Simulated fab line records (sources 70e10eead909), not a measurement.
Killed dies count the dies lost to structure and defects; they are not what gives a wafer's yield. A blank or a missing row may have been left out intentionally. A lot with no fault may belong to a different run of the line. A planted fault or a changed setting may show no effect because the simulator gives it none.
Which tool did it? | flow nand-harc | 6 lots with 18 wafers sampled at 5 steps, on a route of 1159 steps

WHAT THE GAUGES READ, wafer by wafer
NHARC_END_SORT_01.
lot  | measured     | on        | defect-limited-yield (%)
L128 | day 22 13:37 | prober-01 | 95.3 94.4 0
L125 | day 22 22:21 | prober-02 | 97.6 0 0

TOOL THAT RAN EACH LOT (tool first, then ch and the chambers of the sampled wafers, then the start)
lot  | NHARC_A_M1_PVD_21            | NHARC_HYBRID_BOND_ACTIVATE_00      | NHARC_THIN_TSV_DEP_43         | NHARC_THIN_TSV_DEGAS_49
L115 | pvd-sputter-03, day 18 06:52 | rie-diel-13 ch 0,1,3, day 18 13:16 | pecvd-01 ch 1,2, day 19 03:26 | pvd-sputter-01, day 19 07:11
L118 | pvd-sputter-03, day 18 10:58 | rie-diel-07 ch 1,2,3, day 18 17:10 | pecvd-04 ch 0,1, day 19 06:17 | pvd-sputter-02, day 19 10:02
L119 | pvd-sputter-03, day 19 03:22 | rie-diel-07 ch 1,2,3, day 19 09:37 | pecvd-01 ch 0,2, day 19 19:37 | pvd-sputter-03, day 19 23:04
L128 | pvd-sputter-03, day 21 02:19 | rie-diel-06 ch 1,2, day 21 09:38   | pecvd-04 ch 0,2, day 21 21:17 | pvd-sputter-02, day 22 01:02
L125 | pvd-sputter-03, day 21 07:28 | rie-diel-07 ch 0, day 21 13:35     | pecvd-04 ch 2, day 22 03:23   | pvd-sputter-01, day 22 07:01
L134 | pvd-sputter-02, day 23 17:58 | rie-diel-13 ch 0,2, day 24 00:03   | pecvd-02 ch 0,2, day 24 08:14 | pvd-sputter-01, day 24 11:50
- NHARC_A_M1_PVD_21: deposits Cu, target thk 30 nm, time 20.49 s.
- NHARC_HYBRID_BOND_ACTIVATE_00: chemistry N2, time 60 s.
- NHARC_THIN_TSV_DEP_43: deposits SiO2, target thk 1328.5 nm.
- NHARC_THIN_TSV_DEGAS_49: time 120 s.

THE ANSWER, worked out from the rows above alone
Rule: the lots themselves supply what counts as usual. Put in order of their means at a reading, lots are off if they are a third of the lots or fewer, leave a main group of 4 or more, and stand apart from it by a gap of 3 or more times the standard deviation of the main group's means; of several such gaps the widest counts. A main group is skipped when, at the precision printed for the reading in the tables above, its means are all equal. Also off: a lot with no number at a reading for which 4 or more lots have one. Any other lot the step has rows for is counted as sound.
No lot is off at any reading shown: from this, nothing can be told.

WHAT THE SIMULATOR PUT IN
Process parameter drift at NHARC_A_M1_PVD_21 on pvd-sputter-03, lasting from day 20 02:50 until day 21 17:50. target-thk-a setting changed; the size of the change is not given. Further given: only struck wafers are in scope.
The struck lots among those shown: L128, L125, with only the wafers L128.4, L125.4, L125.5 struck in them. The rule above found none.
